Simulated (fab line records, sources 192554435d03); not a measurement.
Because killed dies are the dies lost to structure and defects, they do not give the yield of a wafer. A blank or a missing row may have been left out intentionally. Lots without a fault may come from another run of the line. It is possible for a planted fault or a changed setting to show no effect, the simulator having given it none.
Lot-split experiment -- flow n5 finfet -- route with 1938 steps; 7 lots, 39 wafers read

== THE SPLIT ==
At N5_SD_EPI_N_EPI_21 (deposits Si:P, time 690 s), the setting epi growth time s was moved away from the recipe's 690 s on 15 of the 39 wafers read, by -10.7% to +9.9%. The other wafers ran this setting at the recipe's value.

Between the split and the reading, the file records no step.

== THE READING ==
Si-P_of_SD_EPI_N_EPI_21.thk nm (the simulator's own value, which no gauge read), in nm, at N5_SD_EPI_N_PRECLEAN_24 (cleans in O3/DIW, time 60 s). The file does not state a usual value for it. Here, 24 wafers ran the recipe; their average is 58.6 nm with a standard deviation of 0.59 nm.

wafer,"tool, chamber at the split","epi growth time s as run, s",against the recipe,"Si-P_of_SD_EPI_N_EPI_21.thk nm, nm",against lot-mates on the recipe
L076.1,"epi rpcvd-01, 0",690,recipe,57.8,-
L076.2,"epi rpcvd-01, 0",690,recipe,59,-
L076.3,"epi rpcvd-01, 0",690,recipe,58.2,-
L076.4,"epi rpcvd-01, 0",741.4,+7.4%,61.2,+2.9
L076.5,"epi rpcvd-01, 0",741.4,+7.4%,61.8,+3.5
L076.6,"epi rpcvd-01, 0",741.4,+7.4%,61.6,+3.3
L077.1,"epi rpcvd-01, 0",616.2,-10.7%,54.6,-4.1
L077.2,"epi rpcvd-01, 0",616.2,-10.7%,54.2,-4.5
L077.3,"epi rpcvd-01, 0",690,recipe,58.2,-
L077.4,"epi rpcvd-01, 0",690,recipe,59.4,-
L077.5,"epi rpcvd-01, 0",616.2,-10.7%,54,-4.7
L077.6,"epi rpcvd-01, 0",690,recipe,58.4,-
L078.1,"epi rpcvd-03, 0",758.6,+9.9%,62.8,+4.3
L078.2,"epi rpcvd-03, 0",758.6,+9.9%,62.8,+4.3
L078.4,"epi rpcvd-03, 0",758.6,+9.9%,62.8,+4.3
L078.3,"epi rpcvd-03, 0",690,recipe,58,-
L078.5,"epi rpcvd-03, 0",690,recipe,58.6,-
L078.6,"epi rpcvd-03, 0",690,recipe,59,-
L080.1,"epi rpcvd-03, 0",690,recipe,59.4,-
L080.6,"epi rpcvd-03, 0",690,recipe,59.4,-
L080.2,"epi rpcvd-03, 0",690,recipe,58.6,-
L080.3,"epi rpcvd-03, 0",690,recipe,59,-
L080.4,"epi rpcvd-03, 0",690,recipe,59,-
L080.5,"epi rpcvd-03, 0",690,recipe,58.8,-
L083.1,"epi rpcvd-01, 0",690,recipe,59.4,-
L083.2,"epi rpcvd-01, 0",731.1,+6.0%,61.2,+2.2
L083.3,"epi rpcvd-01, 0",731.1,+6.0%,61.2,+2.2
L083.4,"epi rpcvd-01, 0",690,recipe,58.8,-
L083.6,"epi rpcvd-01, 0",690,recipe,58.8,-
L083.5,"epi rpcvd-01, 0",731.1,+6.0%,61.4,+2.4
L090.1,"epi rpcvd-03, 0",690,recipe,58.6,-
L090.5,"epi rpcvd-03, 0",690,recipe,58.6,-
L090.6,"epi rpcvd-03, 0",690,recipe,58.6,-
L092.1,"epi rpcvd-03, 0",629.3,-8.8%,55,-2.7
L092.3,"epi rpcvd-03, 0",629.3,-8.8%,55,-2.7
L092.2,"epi rpcvd-03, 0",690,recipe,57.6,-
L092.4,"epi rpcvd-03, 0",690,recipe,58.6,-
L092.5,"epi rpcvd-03, 0",629.3,-8.8%,55.4,-2.3
L092.6,"epi rpcvd-03, 0",690,recipe,57,-

THE FIT
A straight line over all 39 wafers: Si-P_of_SD_EPI_N_EPI_21.thk nm changes by +0.409 nm for each +1% of epi growth time s; r = +0.98; the points scatter about the line by 0.49 nm.
The same after taking each lot's own level away (the mean of its wafers on the recipe; 39 wafers): +0.391 nm for each +1%; r = +0.98; scatter 0.44 nm.
According to that fit, moving epi growth time s by its largest amount changes the reading by 4.2 nm.
Across the lots, their own levels run from 57.73 to 59.03 nm, a range of 2.2 times the standard deviation given above.
Consequently the slope shifts little with the lot-to-lot level, the two slopes agreeing.
Check: -4.09 nm against its lot-mates is what the line predicts for one of the wafers moved furthest among these (-10.7%) when that wafer is left out of the fit. Against them it came out at -4.07 nm.

== FURTHER SPLITS ON THESE WAFERS ==
Other splits were also applied to these wafers ahead of the reading. Each is held against what the fit with the lots' levels taken away leaves over:
other split on the same wafers,wafers away from the commonest value,r with Si-P_of_SD_EPI_N_EPI_21.thk nm (lot level and that fit taken away)
N5_DUMMY_GATE_ETCH_32 time s,18,+0.01

== THE WHOLE CHAIN: every reading that the file lists as answering this split, in the file's order ==
step,what it does,reading,change (the file's fit),r (the file's)
N5_SD_EPI_N_EPI_21,"deposits Si:P, time 690 s","Si-P_of_SD_EPI_N_EPI_21.thk nm (the simulator's own value, which no gauge read)",+0.395 nm for each +1% of the setting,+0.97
N5_SD_EPI_N_PRECLEAN_24,"cleans in O3/DIW, time 60 s","Si-P_of_SD_EPI_N_EPI_21.thk nm (the simulator's own value, which no gauge read)",+0.392 nm for each +1% of the setting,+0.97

== FILE'S OWN FIT ==
Si-P_of_SD_EPI_N_EPI_21.thk nm changes by +0.392 nm for each +1% of epi growth time s, r = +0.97.
